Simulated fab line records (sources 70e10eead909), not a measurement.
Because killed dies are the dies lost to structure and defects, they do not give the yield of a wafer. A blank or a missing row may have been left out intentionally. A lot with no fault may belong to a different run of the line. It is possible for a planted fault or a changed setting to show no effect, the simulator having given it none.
fab line records	flow nand-harc
record lots=13	wafers=39	last-day=33
route steps=1302 shown A_CONTACT@1106 A_BLC@1118 END@1302
lots that met no fault: from a run of the same line without faults
start-h: hours from the record's opening day to when the first of the lot's shown wafers began	wait-h: time in hours since the lot's previous step	" identical to the entry in the row above	L1.1+2: one row covering several wafers at once	- no value present, or no start provided	* or withheld: withheld	< > ~ a bound
route shown NAME@n: NAME is a module with steps in the file, n the number in the route of the first one	usual: average and standard deviation across the fault-free wafers	same: alike in all rows	chamber/n: place in a boat	sites: the reading at each site	_std_site: standard deviation of those values	_edge_site: inner sites' mean taken away from outer sites' mean	radius-mm: how far each site lies from the wafer's centre	mask NAME#n: copy n	behind: the most recent tool/chamber to have shaped the wafer	hold: what put the lot on hold/how long, in hours/how the hold closed	device: the n, p or np transistor that did not switch	end of line: tests run on the same wafers once the route is complete	a step with no rows: only its recipe	killed: at the first sort, the dies lost to defects and structure; wafer yield is something else	map: a wafer's dies, x killed, . not, _ none there
set.NAME: the setting that was run; set.NAME@STEP: the one run at that earlier step	model.NAME: the simulator's own value behind a step, which no gauge read
route steps across a sampled set of lots; one table per step, one row per wafer
services: when a tool's chamber went out of use (start-h, in hours from the record's first day, below 0 if earlier), for how many hours, and the reason
## steps
# step NHARC_A_CONTACT_INSPECT_23
# usual raw-defect-count=493/110
lot.wafer	tool	chamber	start-h	wait-h	raw-defect-count
L605.4	defect-inspect-02	-	525.20	0.1	393
L605.5	"	-	"	"	373
L605.6	"	-	"	"	393
L607.1	defect-inspect-02	-	543.85	0.1	423
L607.2	"	-	"	"	606
L607.6	"	-	"	"	300
L606.3	defect-inspect-02	-	545.40	0.1	644
L606.4	"	-	"	"	873
L606.6	"	-	"	"	627
L610.2	defect-inspect-02	-	559.68	0.1	471
L610.4	"	-	"	"	492
L610.5	"	-	"	"	605
L611.1	defect-inspect-02	-	561.04	0.1	442
L611.2	"	-	"	"	485
L611.3	"	-	"	"	420
L612.1	defect-inspect-01	-	593.28	0.1	649
L612.3	"	-	"	"	534
L612.5	"	-	"	"	544
L616.2	defect-inspect-01	-	614.68	0.1	756
L616.5	"	-	"	"	495
L616.6	"	-	"	"	540
L615.2	defect-inspect-02	-	617.18	0.1	488
L615.4	"	-	"	"	374
L615.6	"	-	"	"	439
L618.3	defect-inspect-01	-	643.54	0.1	467
L618.5	"	-	"	"	490
L618.6	"	-	"	"	571
L625.1	defect-inspect-02	-	711.09	0.1	400
L625.2	"	-	"	"	421
L625.3	"	-	"	"	460
L626.1	defect-inspect-01	-	724.96	0.1	472
L626.4	"	-	"	"	416
L626.6	"	-	"	"	468
L627.2	defect-inspect-02	-	741.46	0.1	336
L627.5	"	-	"	"	357
L627.6	"	-	"	"	470
L628.2	defect-inspect-01	-	743.62	0.1	566
L628.3	"	-	"	"	441
L628.5	"	-	"	"	381
# step NHARC_A_BLC_OVL_MEAS_11
# usual overlay-x-nm=0.0/0.79	overlay-y-nm=-0.2/1.1
lot.wafer	tool	chamber	start-h	wait-h	overlay-x-nm	overlay-y-nm
L605.4	overlay-02	-	525.80	-	-0.3	-0.9
L605.5	"	-	"	"	-0.1	-0.6
L605.6	"	-	"	"	0.3	-1.0
L607.1	overlay-02	-	544.45	-	-0.6	-0.4
L607.2	"	-	"	"	-1.0	-0.5
L607.6	"	-	"	"	-0.3	-0.3
L606.3	overlay-01	-	546.00	-	0.8	0.1
L606.4	"	-	"	"	0.9	-0.1
L606.6	"	-	"	"	1.0	0.6
L610.2	overlay-01	-	560.29	-	0.2	0.1
L610.4	"	-	"	"	0.2	-0.6
L610.5	"	-	"	"	0.5	-0.2
L611.1	overlay-01	-	561.64	-	0.1	-1.0
L611.2	"	-	"	"	0.1	0.0
L611.3	"	-	"	"	-0.3	-1.0
L612.1	overlay-02	-	593.87	-	0.9	0.6
L612.3	"	-	"	"	0.9	-0.1
L612.5	"	-	"	"	1.3	0.8
L616.2	overlay-01	-	615.27	-	-0.4	0.1
L616.5	"	-	"	"	-1.0	0.3
L616.6	"	-	"	"	-0.7	0.2
L615.2	overlay-02	-	617.81	-	0.3	2.1
L615.4	"	-	"	"	0.0	1.6
L615.6	"	-	"	"	-0.4	2.4
L618.3	overlay-02	-	644.14	-	-0.2	-0.3
L618.5	"	-	"	"	-0.4	-1.4
L618.6	"	-	"	"	0.7	-0.7
L625.1	overlay-01	-	711.69	-	-0.8	-1.2
L625.2	"	-	"	"	-0.4	-1.1
L625.3	"	-	"	"	-0.7	-1.8
L626.1	overlay-01	-	725.56	-	-0.7	-1.1
L626.4	"	-	"	"	-0.1	-0.6
L626.6	"	-	"	"	-0.4	-0.9
L627.2	overlay-02	-	741.93	-	0.9	-1.0
L627.5	"	-	"	"	1.3	-0.9
L627.6	"	-	"	"	0.9	-0.7
L628.2	overlay-02	-	744.22	-	-0.7	-0.8
L628.3	"	-	"	"	-0.2	-0.2
L628.5	"	-	"	"	-0.1	-1.0
# step NHARC_A_BLC_STRIP_21
# recipe o2-flow-sccm=500	ar-flow-sccm=0	bias-w=0	chemistry=O2
# usual drypump-motor-current-A=5.8/0.44	oes-product-au=1.000/0.0082	rf-vpp-V=57.6/0.84	showerhead-plenum-p-Torr=3.45/0.11	throttle-valve-pct=17.036/0.0089
lot.wafer	tool	chamber	start-h	wait-h	drypump-motor-current-A	oes-product-au	rf-hours-counter-h	rf-vpp-V	showerhead-plenum-p-Torr	throttle-valve-pct
L605.4	rie-diel-06	0	527.06	0.1	6.3	1.002	2	57.2	3.41	17.050
L605.5	"	1	"	"	6.0	1.008	-	58.0	3.27	17.035
L605.6	"	2	"	"	6.0	0.999	-	56.2	3.55	17.029
L607.1	rie-diel-06	0	545.70	0.1	6.3	1.002	4	54.8	3.40	17.031
L607.2	"	1	"	"	6.0	1.004	4	56.0	3.27	17.038
L607.6	"	1	"	"	6.0	1.009	-	58.2	3.27	17.041
L606.4	rie-diel-06	0	547.24	0.1	6.3	0.998	5	57.2	3.40	17.041
L606.3	"	3	"	"	5.3	0.997	4	59.3	3.53	17.033
L606.6	"	1	"	"	6.0	1.007	-	56.1	3.27	17.042
L610.2	rie-diel-03	2	561.54	0.1	6.0	1.012	31	57.9	3.70	17.030
L610.4	"	3	"	"	6.2	0.983	28	57.6	3.64	17.028
L610.5	"	2	"	"	6.0	1.010	-	58.8	3.70	17.048
L611.3	rie-diel-13	2	562.89	0.1	6.2	1.008	2	57.1	3.34	17.029
L611.1	"	3	"	"	5.0	0.993	2	58.8	3.49	17.033
L611.2	"	0	"	"	5.8	0.993	2	57.6	3.38	17.032
L612.1	rie-diel-13	1	595.13	0.1	5.1	0.990	5	57.5	3.46	17.045
L612.3	"	0	"	"	5.7	0.999	4	57.2	3.38	17.042
L612.5	"	2	"	"	6.2	0.999	-	55.9	3.34	17.034
L616.2	rie-diel-13	2	616.54	0.1	6.2	1.007	5	57.1	3.34	17.044
L616.6	"	3	"	"	5.1	1.006	-	57.4	3.48	17.031
L616.5	"	0	"	"	5.7	1.008	-	56.9	3.38	17.035
L615.2	rie-diel-06	2	619.14	0.1	6.0	0.997	10	57.8	3.54	17.030
L615.4	"	3	"	"	5.3	1.007	10	58.1	3.53	17.029
L615.6	"	2	"	"	6.0	0.997	-	57.0	3.54	17.031
L618.3	rie-diel-06	3	645.39	0.1	5.3	0.996	12	57.1	3.53	17.036
L618.6	"	1	"	"	6.0	1.002	-	56.0	3.27	17.039
L618.5	"	2	"	"	6.0	0.996	-	58.1	3.54	17.052
L625.3	rie-diel-13	0	712.95	0.1	5.7	1.001	1	57.5	3.37	17.044
L625.2	"	2	"	"	6.2	0.998	1	57.3	3.34	17.039
L625.1	"	3	"	"	5.1	1.000	1	58.2	3.48	17.028
L626.4	rie-diel-13	2	726.81	0.1	6.2	1.003	1	57.3	3.34	17.040
L626.1	"	1	"	"	5.0	1.006	1	57.2	3.46	17.032
L626.6	"	3	"	"	5.1	0.994	-	58.1	3.48	17.028
L627.2	rie-diel-03	0	743.18	0.1	6.1	1.015	10	57.8	3.45	17.022
L627.6	"	0	"	"	6.1	1.012	-	57.5	3.45	17.061
L627.5	"	1	"	"	6.3	0.998	-	57.1	3.40	17.037
L628.2	rie-diel-06	0	745.49	0.1	6.3	1.000	6	55.9	3.39	17.038
L628.3	"	1	"	"	6.0	1.000	7	56.7	3.26	17.022
L628.5	"	3	"	"	5.3	1.001	-	58.7	3.52	17.050
# step NHARC_A_BLC_PVD_32
# recipe target-thk-a=50	chamber-pressure-pa=5	power-w=5000	substrate-temp-c=200	time-s=17.7	material=Ti
# usual cathode-dc-power-W=5000.2/0.88	chamber-pressure-pa=4.999/0.0093	throttle-valve-pct=29.6/1.1	time-s=17.7/0
lot.wafer	tool	chamber	start-h	wait-h	cathode-dc-power-W	chamber-pressure-pa	throttle-valve-pct	time-s
L605.4	pvd-sputter-02	-	527.60	-	5000.1	5.008	29.5	17.7
L605.5	"	-	"	"	5001.3	4.993	28.2	17.7
L605.6	"	-	"	"	4999.8	5.008	29.2	17.7
L607.1	pvd-sputter-01	-	546.27	-	4999.5	4.992	30.5	17.7
L607.2	"	-	"	"	5000.1	5.005	29.6	17.7
L607.6	"	-	"	"	4999.9	5.014	29.3	17.7
L606.4	pvd-sputter-03	-	547.78	-	5002.0	5.005	28.1	17.7
L606.3	"	-	"	"	4999.6	5.003	29.0	17.7
L606.6	"	-	"	"	5001.1	5.003	28.9	17.7
L610.4	pvd-sputter-02	-	562.11	-	4999.4	5.008	28.2	17.7
L610.2	"	-	"	"	5001.5	5.011	29.6	17.7
L610.5	"	-	"	"	5001.1	5.012	28.3	17.7
L611.3	pvd-sputter-03	-	563.42	-	4999.7	4.994	28.4	17.7
L611.1	"	-	"	"	5000.8	4.980	28.9	17.7
L611.2	"	-	"	"	4999.8	4.999	30.0	17.7
L612.1	pvd-sputter-01	-	595.70	-	5000.3	4.984	30.1	17.7
L612.3	"	-	"	"	5000.9	5.010	31.6	17.7
L612.5	"	-	"	"	4999.9	4.991	30.8	17.7
L616.2	pvd-sputter-02	-	617.09	-	-	-	-	-
L616.5	"	-	"	"	-	-	-	-
L616.6	"	-	"	"	-	-	-	-
L615.2	pvd-sputter-02	-	619.69	-	-	-	-	-
L615.4	"	-	"	"	-	-	-	-
L615.6	"	-	"	"	-	-	-	-
L618.3	pvd-sputter-01	-	645.96	-	5001.0	5.007	29.7	17.7
L618.5	"	-	"	"	5000.1	4.986	30.5	17.7
L618.6	"	-	"	"	4999.7	5.011	30.1	17.7
L625.1	pvd-sputter-02	-	713.49	-	5001.1	4.983	28.2	17.7
L625.3	"	-	"	"	4999.2	5.005	28.8	17.7
L625.2	"	-	"	"	4996.7	4.998	30.0	17.7
L626.4	pvd-sputter-03	-	727.35	-	5000.2	4.987	29.4	17.7
L626.1	"	-	"	"	5000.5	5.003	29.7	17.7
L626.6	"	-	"	"	4999.6	5.011	29.0	17.7
L627.2	pvd-sputter-02	-	743.75	-	4999.5	5.009	28.0	17.7
L627.6	"	-	"	"	4999.7	5.014	28.7	17.7
L627.5	"	-	"	"	4999.6	4.998	29.7	17.7
L628.2	pvd-sputter-01	-	746.03	-	4998.3	5.001	29.7	17.7
L628.3	"	-	"	"	5001.0	5.006	31.8	17.7
L628.5	"	-	"	"	4999.8	4.982	30.7	17.7
# step NHARC_END_SORT_01
# recipe temp-c=25
# usual killed-at-array=54/21	killed-at-other=1.0/1.2	killed-at-periphery=3.6/2.6	killed-dies=58/20	killed-open=3.3/1.9	killed-short=2.6/1.5
# same gross-dies=677
lot.wafer	tool	chamber	start-h	wait-h	killed-at-array	killed-at-other	killed-at-periphery	killed-dies	killed-open	killed-short
L605.4	prober-01	0	574.76	3.4	45	3	3	51	2	3
L605.5	prober-01	0	575.57	3.7	56	3	3	62	3	4
L605.6	prober-01	0	576.37	4.0	41	4	4	49	3	2
L607.1	prober-01	0	587.00	2.5	26	0	0	26	5	4
L607.2	prober-01	0	587.79	2.8	20	0	0	20	5	2
L607.6	prober-01	0	590.97	4.0	27	0	2	29	4	6
L606.3	prober-02	0	588.60	3.1	74	0	2	76	4	2
L606.4	prober-02	0	589.39	3.4	86	0	4	90	5	3
L606.6	prober-02	0	590.98	4.0	69	1	4	74	4	5
L610.2	prober-01	0	603.34	2.8	87	0	2	89	2	3
L610.4	prober-01	0	604.95	3.4	87	0	1	88	1	3
L610.5	prober-01	0	605.75	3.7	93	0	4	97	5	3
L611.1	prober-02	0	609.27	2.5	23	0	9	32	4	4
L611.2	prober-02	0	610.07	2.8	32	1	10	43	4	1
L611.3	prober-02	0	610.87	3.1	24	3	6	33	5	2
L612.1	prober-01	0	634.73	2.5	57	1	2	60	0	4
L612.3	prober-01	0	636.34	3.1	52	0	1	53	1	0
L612.5	prober-01	0	637.95	3.7	83	0	1	84	2	2
L615.2	prober-01	0	660.58	2.8	263	2	3	268	8	3
L615.4	prober-01	0	662.17	3.4	251	2	4	257	4	1
L615.6	prober-01	0	663.76	4.0	266	2	3	271	4	3
L616.2	prober-02	0	660.68	2.8	298	0	6	304	4	2
L616.5	prober-02	0	663.05	3.7	291	0	4	295	2	3
L616.6	prober-02	0	663.84	4.0	299	0	10	309	1	3
L618.3	prober-01	0	689.10	3.1	28	0	10	38	4	0
L618.5	prober-01	0	690.70	3.7	37	0	4	41	3	1
L618.6	prober-01	0	691.50	4.0	25	1	3	29	2	1
L625.1	prober-02	0	765.00	2.5	38	1	3	42	4	3
L625.2	prober-02	0	765.80	2.8	56	0	2	58	2	3
L625.3	prober-02	0	766.60	3.1	61	1	1	63	1	5
L626.1	prober-01	0	770.84	2.5	57	0	2	59	5	1
L626.4	prober-01	0	773.25	3.4	59	1	0	60	3	1
L626.6	prober-01	0	774.86	4.0	54	4	2	60	2	1
L627.2	prober-01	0	789.04	2.8	38	1	4	43	4	7
L627.5	prober-01	0	791.39	3.6	26	1	5	32	1	3
L627.6	prober-01	0	792.17	3.9	49	1	5	55	7	3
L628.2	prober-02	0	789.06	2.8	75	3	3	81	0	3
L628.3	prober-02	0	789.86	3.1	81	2	2	85	3	5
L628.5	prober-02	0	791.48	3.7	50	0	5	55	2	1
# killed by level:class
L605.4 A_CHANNEL_HOLE_D2:chamber-film-flake=35 A_CHANNEL_FILL_D2:geometric-particle:short=3 A_CONTACT:chamber-film-flake=3 THIN_TSV:chamber-film-flake=3 P_STI:chamber-film-flake=2 A_STAIRCASE:chamber-film-flake=2 A_CHANNEL_FILL_D1:geometric-particle:open=1 A_CHANNEL_FILL_D2:geometric-particle:open=1
L605.5 A_CHANNEL_HOLE_D2:chamber-film-flake=36 A_WL_FILL:chamber-film-flake=4 A_CHANNEL_HOLE_D1:chamber-film-flake=3 A_STAIRCASE:chamber-film-flake=3 THIN_TSV:chamber-film-flake=3 A_ONON_D2:geometric-particle:short=2 A_ZERO_WELL:chamber-film-flake=2 A_CONTACT:chamber-film-flake=2
L605.6 A_CHANNEL_HOLE_D2:chamber-film-flake=31 THIN_TSV:chamber-film-flake=4 A_CONTACT:chamber-film-flake=3 A_ONON_D2:geometric-particle:short=2 P_STI:chamber-film-flake=2 A_STAIRCASE:chamber-film-flake=2 P_CONTACT:geometric-particle:open=1 P_M0:geometric-particle:open=1
L607.1 A_CHANNEL_HOLE_D2:chamber-film-flake=11 A_CONTACT:chamber-film-flake=3 A_DECK1_JOINT:geometric-particle:open=2 A_DECK1_JOINT:geometric-particle:short=2 A_ONON_D1:geometric-particle:short=1 A_CHANNEL_FILL_D1:geometric-particle:open=1 A_ONON_D2:geometric-particle:short=1 A_ONON_D2:geometric-particle:open=1
L607.2 A_CHANNEL_HOLE_D2:chamber-film-flake=6 A_CHANNEL_HOLE_D1:chamber-film-flake=3 A_M0:geometric-particle:open=2 A_CONTACT:chamber-film-flake=2 A_CHANNEL_FILL_D1:geometric-particle:open=1 A_ONON_D2:geometric-particle:short=1 A_ONON_D2:geometric-particle:open=1 A_WL_FILL:geometric-particle:open=1
L606.3 A_CHANNEL_HOLE_D1:chamber-film-flake=26 A_SLIT:chamber-film-flake=20 A_CHANNEL_HOLE_D2:chamber-film-flake=16 A_CONTACT:chamber-film-flake=3 P_M0:chamber-film-flake=2 A_STAIRCASE:chamber-film-flake=2 A_CHANNEL_FILL_D1:geometric-particle:open=1 A_DECK1_JOINT:geometric-particle:short=1
L606.4 A_CHANNEL_HOLE_D2:chamber-film-flake=33 A_CHANNEL_HOLE_D1:chamber-film-flake=30 A_SLIT:chamber-film-flake=15 A_CONTACT:chamber-film-flake=3 P_CONTACT:geometric-particle:open=1 P_M1:geometric-particle:short=1 P_BONDPAD:geometric-particle:open=1 A_ONON_D1:geometric-particle:short=1
L607.6 A_CHANNEL_HOLE_D2:chamber-film-flake=15 A_ONON_D1:geometric-particle:short=2 A_BLC:geometric-particle:open=2 P_M0:geometric-particle:short=1 A_SOURCE_PLATE:geometric-particle:open=1 A_DECK1_JOINT:geometric-particle:short=1 A_ONON_D2:geometric-particle:short=1 A_CONTACT:geometric-particle:open=1
L606.6 A_CHANNEL_HOLE_D2:chamber-film-flake=24 A_CHANNEL_HOLE_D1:chamber-film-flake=20 A_SLIT:chamber-film-flake=15 A_BLC:geometric-particle:short=2 A_CONTACT:chamber-film-flake=2 P_GATE:geometric-particle:open=1 P_CONTACT:geometric-particle:short=1 P_CONTACT:geometric-particle:open=1
L610.2 A_CHANNEL_HOLE_D2:chamber-film-flake=31 A_CHANNEL_HOLE_D1:chamber-film-flake=24 A_SLIT:chamber-film-flake=22 A_STAIRCASE:chamber-film-flake=4 P_GATE:chamber-film-flake=2 A_SOURCE_PLATE:geometric-particle:short=1 A_CHANNEL_FILL_D1:geometric-particle:short=1 A_DECK1_JOINT:geometric-particle:open=1
L610.4 A_SLIT:chamber-film-flake=26 A_CHANNEL_HOLE_D2:chamber-film-flake=24 A_CHANNEL_HOLE_D1:chamber-film-flake=24 A_STAIRCASE:chamber-film-flake=5 A_DECK1_JOINT:geometric-particle:short=2 A_DECK1_JOINT:chamber-film-flake=2 A_CONTACT:chamber-film-flake=2 A_ONON_D1:geometric-particle:open=1
L610.5 A_CHANNEL_HOLE_D1:chamber-film-flake=31 A_SLIT:chamber-film-flake=28 A_CHANNEL_HOLE_D2:chamber-film-flake=22 A_WL_FILL:geometric-particle:short=2 P_GATE:chamber-film-flake=2 A_DECK1_JOINT:chamber-film-flake=2 A_STAIRCASE:chamber-film-flake=2 P_M0:geometric-particle:open=1
L611.1 P_GATE:chamber-film-flake=5 A_CHANNEL_HOLE_D1:chamber-film-flake=4 A_CHANNEL_HOLE_D2:chamber-film-flake=4 A_STAIRCASE:chamber-film-flake=3 A_CONTACT:chamber-film-flake=3 P_M1:chamber-film-flake=2 A_WL_FILL:chamber-film-flake=2 P_CONTACT:geometric-particle:open=1
L611.2 A_CHANNEL_HOLE_D2:chamber-film-flake=17 P_GATE:chamber-film-flake=6 A_CONTACT:chamber-film-flake=5 P_M1:chamber-film-flake=3 A_DECK1_JOINT:chamber-film-flake=3 A_STAIRCASE:chamber-film-flake=2 P_M0:geometric-particle:open=1 A_CHANNEL_HOLE_D1:geometric-particle:open=1
L611.3 A_CHANNEL_HOLE_D2:chamber-film-flake=10 P_GATE:chamber-film-flake=5 A_CHANNEL_HOLE_D1:chamber-film-flake=4 THIN_TSV:chamber-film-flake=3 A_CHANNEL_HOLE_D1:geometric-particle:open=1 A_CHANNEL_FILL_D1:geometric-particle:open=1 A_DECK1_JOINT:geometric-particle:open=1 A_ONON_D2:geometric-particle:open=1
L612.1 A_CHANNEL_HOLE_D2:chamber-film-flake=23 A_CHANNEL_HOLE_D1:chamber-film-flake=19 A_CONTACT:chamber-film-flake=4 A_ONON_D1:geometric-particle:short=2 A_CHANNEL_FILL_D1:geometric-particle:short=2 A_SLIT:chamber-film-flake=2 A_DECK1_JOINT:chamber-film-flake=2 A_BONDPAD:chamber-film-flake=2
L612.3 A_CHANNEL_HOLE_D1:chamber-film-flake=24 A_CHANNEL_HOLE_D2:chamber-film-flake=21 A_SLIT:chamber-film-flake=2 A_BONDPAD:chamber-film-flake=2 A_M0:geometric-particle:open=1 P_BONDPAD:chamber-film-flake=1 A_STAIRCASE:chamber-film-flake=1 A_CONTACT:chamber-film-flake=1
L612.5 A_CHANNEL_HOLE_D2:chamber-film-flake=36 A_CHANNEL_HOLE_D1:chamber-film-flake=32 A_ZERO_WELL:chamber-film-flake=3 A_CONTACT:chamber-film-flake=3 A_CHANNEL_FILL_D2:geometric-particle:open=2 A_DECK1_JOINT:chamber-film-flake=2 A_SGD_CUT:chamber-film-flake=2 A_CHANNEL_FILL_D2:geometric-particle:short=1
L615.2 A_BLC:area-pvd=228 A_CHANNEL_HOLE_D1:chamber-film-flake=10 A_CONTACT:chamber-film-flake=6 A_M0:geometric-particle:open=3 A_CHANNEL_HOLE_D2:unspecified=3 A_SLIT:chamber-film-flake=3 A_ONON_D2:geometric-particle:open=2 P_GATE:chamber-film-flake=2
L616.2 A_BLC:area-pvd=202 A_CHANNEL_HOLE_D1:chamber-film-flake=36 A_SLIT:chamber-film-flake=35 A_STAIRCASE:chamber-film-flake=12 P_M2:chamber-film-flake=3 A_SGD_CUT:chamber-film-flake=3 A_CONTACT:chamber-film-flake=3 P_CONTACT:geometric-particle:open=2
L615.4 A_BLC:area-pvd=215 A_CHANNEL_HOLE_D1:chamber-film-flake=13 A_CONTACT:chamber-film-flake=12 A_STAIRCASE:chamber-film-flake=2 THIN_TSV:chamber-film-flake=2 P_GATE:geometric-particle:open=1 P_M0:geometric-particle:open=1 A_DECK1_JOINT:geometric-particle:short=1
L616.5 A_BLC:area-pvd=228 A_CHANNEL_HOLE_D1:chamber-film-flake=28 A_SLIT:chamber-film-flake=20 A_STAIRCASE:chamber-film-flake=6 A_ZERO_WELL:chamber-film-flake=4 A_CHANNEL_FILL_D2:geometric-particle:short=2 P_GATE:chamber-film-flake=2 P_CONTACT:geometric-particle:open=1
L615.6 A_BLC:area-pvd=229 A_CHANNEL_HOLE_D1:chamber-film-flake=12 A_CONTACT:chamber-film-flake=6 A_STAIRCASE:chamber-film-flake=3 A_SLIT:chamber-film-flake=3 P_ZERO_WELL:chamber-film-flake=2 A_ZERO_WELL:chamber-film-flake=2 A_CHANNEL_HOLE_D2:chamber-film-flake=2
L616.6 A_BLC:area-pvd=222 A_CHANNEL_HOLE_D1:chamber-film-flake=29 A_SLIT:chamber-film-flake=28 A_STAIRCASE:chamber-film-flake=9 P_M2:chamber-film-flake=6 A_CONTACT:chamber-film-flake=3 P_GATE:geometric-particle:short=2 P_GATE:chamber-film-flake=2
L618.3 A_STAIRCASE:chamber-film-flake=10 P_GATE:chamber-film-flake=6 A_CHANNEL_HOLE_D1:chamber-film-flake=4 A_SLIT:chamber-film-flake=4 P_CONTACT:chamber-film-flake=2 A_CHANNEL_FILL_D1:chamber-film-flake=2 A_CHANNEL_FILL_D2:chamber-film-flake=2 A_CONTACT:chamber-film-flake=2
L618.5 A_CHANNEL_HOLE_D1:chamber-film-flake=9 A_SLIT:chamber-film-flake=7 A_STAIRCASE:chamber-film-flake=6 A_CHANNEL_FILL_D2:chamber-film-flake=5 A_CONTACT:chamber-film-flake=4 P_GATE:chamber-film-flake=3 A_WL_FILL:chamber-film-flake=2 A_ONON_D1:geometric-particle:open=1
L618.6 A_CHANNEL_HOLE_D1:chamber-film-flake=6 A_STAIRCASE:chamber-film-flake=5 A_CHANNEL_FILL_D2:chamber-film-flake=3 A_SLIT:chamber-film-flake=3 A_CONTACT:chamber-film-flake=3 A_ONON_D1:geometric-particle:open=2 A_ZERO_WELL:chamber-film-flake=2 A_ONON_D2:geometric-particle:short=1
L625.1 A_SLIT:chamber-film-flake=16 A_CONTACT:chamber-film-flake=9 A_CHANNEL_HOLE_D1:chamber-film-flake=6 A_WL_FILL:chamber-film-flake=2 P_STI:geometric-particle:short=1 P_CONTACT:geometric-particle:open=1 P_M1:geometric-particle:open=1 A_ONON_D1:geometric-particle:short=1
L625.2 A_SLIT:chamber-film-flake=25 A_CONTACT:chamber-film-flake=11 A_CHANNEL_HOLE_D1:chamber-film-flake=10 A_STAIRCASE:chamber-film-flake=3 A_M1:chamber-film-flake=2 P_STI:geometric-particle:short=1 P_M2:geometric-particle:short=1 A_CHANNEL_FILL_D1:geometric-particle:open=1
L625.3 A_SLIT:chamber-film-flake=20 A_CHANNEL_HOLE_D1:chamber-film-flake=13 A_CONTACT:chamber-film-flake=12 A_DECK1_JOINT:chamber-film-flake=4 A_STAIRCASE:chamber-film-flake=3 A_WL_FILL:chamber-film-flake=3 P_M0:geometric-particle:open=1 A_CHANNEL_HOLE_D1:geometric-particle:short=1
L626.1 A_CHANNEL_HOLE_D2:chamber-film-flake=29 A_CHANNEL_HOLE_D1:chamber-film-flake=14 A_STAIRCASE:chamber-film-flake=4 A_SLIT:chamber-film-flake=3 A_CHANNEL_FILL_D2:geometric-particle:open=2 A_M0:geometric-particle:open=2 A_CHANNEL_FILL_D1:geometric-particle:short=1 A_CONTACT:geometric-particle:open=1
L626.4 A_CHANNEL_HOLE_D2:chamber-film-flake=31 A_CHANNEL_HOLE_D1:chamber-film-flake=13 A_SLIT:chamber-film-flake=9 A_CHANNEL_FILL_D1:geometric-particle:open=1 A_CHANNEL_FILL_D2:geometric-particle:open=1 A_STAIRCASE:geometric-particle:short=1 A_M1:geometric-particle:open=1 A_STAIRCASE:chamber-film-flake=1
L626.6 A_CHANNEL_HOLE_D1:chamber-film-flake=19 A_CHANNEL_HOLE_D2:chamber-film-flake=19 A_SLIT:chamber-film-flake=7 A_STAIRCASE:chamber-film-flake=5 THIN_TSV:chamber-film-flake=3 P_CONTACT:geometric-particle:open=1 A_CHANNEL_FILL_D1:geometric-particle:open=1 STARTING-WAFER:geometric-particle:short=1
L627.2 A_CHANNEL_HOLE_D1:chamber-film-flake=11 A_SLIT:chamber-film-flake=10 A_SGD_CUT:geometric-particle:short=2 P_GATE:chamber-film-flake=2 A_DECK1_JOINT:chamber-film-flake=2 A_CHANNEL_FILL_D2:chamber-film-flake=2 A_CONTACT:chamber-film-flake=2 P_GATE:geometric-particle:short=1
L628.2 A_CHANNEL_HOLE_D2:chamber-film-flake=35 A_CHANNEL_HOLE_D1:chamber-film-flake=12 A_SLIT:chamber-film-flake=12 A_CONTACT:chamber-film-flake=10 THIN_TSV:chamber-film-flake=3 P_M1:chamber-film-flake=2 A_STAIRCASE:chamber-film-flake=2 P_M0:geometric-particle:short=1
L628.3 A_CHANNEL_HOLE_D2:chamber-film-flake=35 A_SLIT:chamber-film-flake=20 A_CONTACT:chamber-film-flake=11 A_CHANNEL_HOLE_D1:chamber-film-flake=3 A_CHANNEL_HOLE_D1:geometric-particle:short=2 A_STAIRCASE:chamber-film-flake=2 P_CONTACT:geometric-particle:open=1 A_DECK1_JOINT:geometric-particle:open=1
L627.5 A_CHANNEL_HOLE_D1:chamber-film-flake=11 A_SLIT:chamber-film-flake=6 P_ZERO_WELL:chamber-film-flake=2 A_DECK1_JOINT:chamber-film-flake=2 A_CHANNEL_HOLE_D2:chamber-film-flake=2 P_GATE:geometric-particle:short=1 A_WL_FILL:geometric-particle:short=1 A_WL_FILL:geometric-particle:open=1
L628.5 A_SLIT:chamber-film-flake=13 A_CONTACT:chamber-film-flake=11 A_CHANNEL_HOLE_D2:chamber-film-flake=10 A_CHANNEL_HOLE_D1:chamber-film-flake=8 A_STAIRCASE:chamber-film-flake=4 P_M1:chamber-film-flake=2 P_M2:geometric-particle:short=1 A_CHANNEL_HOLE_D1:geometric-particle:open=1
L627.6 A_CHANNEL_HOLE_D1:chamber-film-flake=22 A_SLIT:chamber-film-flake=12 A_STAIRCASE:chamber-film-flake=3 A_CHANNEL_FILL_D1:geometric-particle:open=2 A_WL_FILL:geometric-particle:open=2 P_GATE:chamber-film-flake=2 A_CONTACT:chamber-film-flake=2 P_M0:geometric-particle:open=1
## services
tool	chamber	start-h	hours	kind
rie-diel-06	0	517.75	-	clean
rie-diel-06	1	517.75	-	clean
rie-diel-06	2	517.75	-	clean
rie-diel-06	3	517.75	-	clean
rie-diel-13	-	519.00	9.0	pm
pvd-sputter-03	-	526.09	10.0	pm
pvd-sputter-01	-	566.03	1.9	repair
rie-diel-13	2	578.29	4.9	repair
pvd-sputter-01	-	582.06	10.0	pm
pvd-sputter-01	-	599.46	2.5	repair
rie-diel-03	2	599.68	6.0	repair
rie-diel-13	0	629.70	9.9	repair
rie-diel-03	-	635.46	9.0	pm
pvd-sputter-02	-	638.00	10.0	pm
rie-diel-06	-	661.25	9.0	pm
rie-diel-06	1	671.98	1.8	repair
rie-diel-03	2	695.95	1.3	repair
rie-diel-13	-	696.00	9.0	pm
pvd-sputter-03	-	704.09	10.0	pm
pvd-sputter-02	-	708.94	1.9	repair
rie-diel-03	2	714.45	2.8	repair
rie-diel-06	0	728.62	2.7	repair
pvd-sputter-02	-	739.53	3.7	repair
rie-diel-13	-	741.53	2.2	repair
## key
first-sign step=NHARC_A_BLC_PVD_32	reading=tool-record	direction=missing
effect step=NHARC_END_SORT_01	reading=killed-dies	direction=up	sigmas=11	usual=58	struck=284
more-kills-born-at NHARC_A_BLC_PVD_32@pvd-sputter-02=1324
met-at NHARC_A_BLC_PVD_32
struck-lots L615,L616
tester-left-out L615,L616
not-acting-at NHARC_A_CONTACT_INSPECT_23,NHARC_A_BLC_OVL_MEAS_11,NHARC_A_BLC_STRIP_21
onset-between 562.11 617.09
fault kind=skipped-step-whole	tool=pvd-sputter-02	chamber=-	onset-h=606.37	steps=NHARC_A_BLC_PVD_32	scope=struck-lots-only
# tester-left-out: of these lots the tester's yield and bins aren't shown, on N5 and GAA mostly nor the transistor test; their killed dies are dies lost to structure and defects alone, not to doping, threshold or leakage, so they don't give the yield
